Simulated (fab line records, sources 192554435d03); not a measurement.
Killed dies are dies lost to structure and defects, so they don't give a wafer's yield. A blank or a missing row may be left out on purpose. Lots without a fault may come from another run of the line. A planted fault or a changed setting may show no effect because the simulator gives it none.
A struck lot beside a sound one | flow n5_finfet | 17 steps out of a route of 1938
Sound: wafers L782.3, L782.4, L782.6. Struck: wafer L784.2. (L784.1, L784.3 of the same lot were not struck and are left out.) The cause comes at the end.
At each step with rows: each side's tool, then ch and its chambers, then its first start. Under that, the readings that differ: sound wafers | struck wafers | difference of the means | sigmas: that difference in standard deviations of wafers without a fault.
alike: readings whose means differ by less than 2 such deviations, and words and numbers that are the same on both sides. not compared: withheld readings, readings that some wafer has no value for, bounds like >300 that may hide the same value, and numbers for which the record gives no deviation and whose values overlap.
The two part at a step that has a row with sigmas, a row that says differs or no value, or rows on one side only. Numbers that don't overlap but have no deviation are shown without sigmas and don't part them. A reading that every wafer of one side lacks parts them only if that side has two wafers or more.

first, 4 steps without rows for these wafers: N5_BEOL_M9_HM_STRIP_39 (strips TiN in peroxide tin strip, target depth 25 nm, time 158 s); N5_BEOL_M9_SRD_40 (time 30 s); N5_BEOL_M9_PRECLEAN_42 (cleans in residue remover, time 60 s); N5_BEOL_M9_SRD_43 (time 30 s).
N5_BEOL_M9_CD_MEAS_35: target cd 70 nm, target cd y 40 nm.
  sound on cd_sem-03, day 10 14:13; struck on cd_sem-01, day 11 11:50
  alike: cd_nm
N5_BEOL_M9_CURE_72: cures SiCOH lowk, time 120 s.
  sound on uv_cure-01 ch 0, day 10 14:22; struck on uv_cure-03 ch 1, day 11 11:52
  alike: lamp_power_pct, wafer_temp_C_max
N5_BEOL_M9_DEGAS_44: time 60 s.
  sound on pvd_sputter-02, day 10 15:49; struck on pvd_sputter-01, day 11 13:47
  alike: heater_power_w
then, 2 steps without rows for these wafers: N5_BEOL_M9_PRE_CLEAN_45 (time 30 s); N5_BEOL_M9_ALD_74 (deposits TaN, target thk 2 nm, pulse time 2 s, purge time 3 s).
N5_BEOL_M9_SURFACE_TREAT_79:
  sound on pvd_sputter-02, day 10 16:20; struck on pvd_sputter-01, day 11 14:11
  not compared: pressure_mtorr, throttle_valve_pct
then, 1 step without rows for these wafers: N5_BEOL_M9_CVD_78 (deposits Co from CCTBA/H2, target thk 2 nm, time 138.9 s).
N5_BEOL_M9_SPUTTER_48: material Cu, target thk 12 nm, time 2 s.
  sound on pvd_sputter-01, day 10 16:32; struck on pvd_sputter-01, day 11 14:51
  alike: throttle_valve_pct
N5_BEOL_M9_ECD_50: material Cu, target thk 318 nm.
  sound on ecd_cu-01 ch 0,1, day 10 16:41; struck on ecd_cu-01 ch 0, day 11 14:58
  reading                                | sound             | struck | difference | sigmas
  model.Cu_of_BEOL_M9_ECD_50.thk_nm (nm) | 317.2 323.2 322.4 | 177.4  | -143.5     |
N5_BEOL_M9_ANNEAL_51: time 90 s.
  sound on rtp_anneal-02 ch 0, day 10 16:52; struck on rtp_anneal-01 ch 0, day 11 15:05
  alike: wafer_temp_C_max
N5_BEOL_M9_CMP_52: polishes, stops on SiCOH lowk, t overpolish 7 s, target thk 140 nm.
  sound on cmp-04 ch 0,2, day 10 17:06; struck on cmp-02 ch 0, day 11 15:23
  reading                | sound          | struck | difference | sigmas
  time_to_endpoint_s (s) | 62.2 66.2 65.0 | 39.0   | -25.5      | -9
  alike: motor_current_A
N5_BEOL_M9_THK_MEAS_53: measures by xrf.
  sound on film_metro-01, day 10 17:22; struck on film_metro-02, day 11 15:41
  alike: M9_THK
then, 1 step without rows for these wafers: N5_PASSIVATION_PROBE_49.

WHERE THEY PART
Only at N5_BEOL_M9_CMP_52, within this record. Later steps at which nothing parts them and some readings are alike: N5_BEOL_M9_THK_MEAS_53.

WHY: what the simulator had put in
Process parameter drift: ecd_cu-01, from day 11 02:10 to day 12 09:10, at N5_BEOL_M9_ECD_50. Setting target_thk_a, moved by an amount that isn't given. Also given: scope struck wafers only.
